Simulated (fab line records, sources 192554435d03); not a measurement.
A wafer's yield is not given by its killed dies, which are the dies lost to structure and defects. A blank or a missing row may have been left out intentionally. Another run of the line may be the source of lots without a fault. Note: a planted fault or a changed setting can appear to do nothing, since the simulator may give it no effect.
Matching of chambers :: flow n5 finfet :: N5_BEOL_M1_ETCH_70 on rie diel-06 has 4 sister chambers
The step etches SOC in N2/H2, target depth 80 nm, overetch 16 nm, time 120 s. 4 wafers are shown with their chamber, then 7 later ones without.

== WAFERS PAIRED WITH THEIR CHAMBERS ==
wafer: L513.6
chamber: 1
showerhead plenum p Torr (Torr): 2.65

wafer: L520.5
chamber: 3
showerhead plenum p Torr (Torr): 2.59

wafer: L521.2
chamber: 2
showerhead plenum p Torr (Torr): 2.53

wafer: L521.4
chamber: 0
showerhead plenum p Torr (Torr): 2.52

== WAFERS WHOSE CHAMBER IS MISSING ==
wafer: L521.6
showerhead plenum p Torr (Torr): 2.59

wafer: L522.2
showerhead plenum p Torr (Torr): 2.59

wafer: L522.3
showerhead plenum p Torr (Torr): 2.64

wafer: L522.6
showerhead plenum p Torr (Torr): 2.59

wafer: L526.1
showerhead plenum p Torr (Torr): 2.64

wafer: L526.3
showerhead plenum p Torr (Torr): 2.52

wafer: L526.4
showerhead plenum p Torr (Torr): 2.59

== WHICH CHAMBER EACH WENT THROUGH ==
wafer: L521.6
from the rows above: 3
in truth: 3

wafer: L522.2
from the rows above: 3
in truth: 3

wafer: L522.3
from the rows above: 1
in truth: 1

wafer: L522.6
from the rows above: 3
in truth: 3

wafer: L526.1
from the rows above: 1
in truth: 1

wafer: L526.3
from the rows above: can't be placed: 0 or 2
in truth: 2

wafer: L526.4
from the rows above: 3
in truth: 3
Correctly placed: 6 of 7. Cannot be placed on the basis of these rows: 1; the candidates contain the true chamber in 1. 0 placed wrongly.
How it was worked out, from the rows above alone: a wafer's distance from a chamber is the root of the sum, over the readings, of the square of ((its reading less the chamber's mean) divided by the reading's scatter). If the next closest chamber is less than 2 further off than the closest, the wafer can't be placed; otherwise it belongs to the closest. A chamber's mean is the mean of its shown wafers. The scatter (one wafer shown for each chamber): square how far every hidden wafer sits from the nearest shown wafer, average those squares and take the square root.
